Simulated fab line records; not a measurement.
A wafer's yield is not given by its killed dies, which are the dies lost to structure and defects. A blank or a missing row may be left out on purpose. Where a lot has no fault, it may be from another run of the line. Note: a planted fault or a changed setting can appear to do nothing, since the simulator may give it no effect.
Chamber matching    flow n5 finfet    4 sister chambers for N5_BEOL_M10_DESCUM_33 on rie diel-06
The step chemistry O2, time 7.9 s. 4 wafers are shown with their chamber, then 8 later ones without.

== WAFERS WITH THEIR CHAMBER ==
wafer   chamber  showerhead plenum p Torr (Torr)
L085.3  3        2.24
L085.5  1        2.17
L085.6  2        2.03
L089.1  0        2.15

== WAFERS WHOSE CHAMBER IS MISSING ==
wafer   showerhead plenum p Torr (Torr)
L089.5  2.15
L089.6  2.24
L095.2  2.23
L095.4  2.02
L095.6  2.14
L097.1  2.02
L097.2  2.23
L097.3  2.14

== EACH ONE'S CHAMBER ==
wafer   from the rows above  in truth
L089.5  0                    0
L089.6  3                    3
L095.2  3                    3
L095.4  2                    2
L095.6  0                    0
L097.1  2                    2
L097.2  3                    3
L097.3  0                    0
8 of 8 placed correctly. Not placeable from these rows: 0. 0 placed wrongly.
How it was worked out, from the rows above alone: a wafer's distance from a chamber is the root of the sum, over the readings, of the square of ((its reading less the chamber's mean) divided by the reading's scatter). If the next closest chamber is less than 2 further off than the closest, the wafer can't be placed; otherwise it belongs to the closest. Each chamber's mean is taken over the wafers shown for it. The scatter (one wafer shown for each chamber): square how far every hidden wafer sits from the nearest shown wafer, average those squares and take the square root.
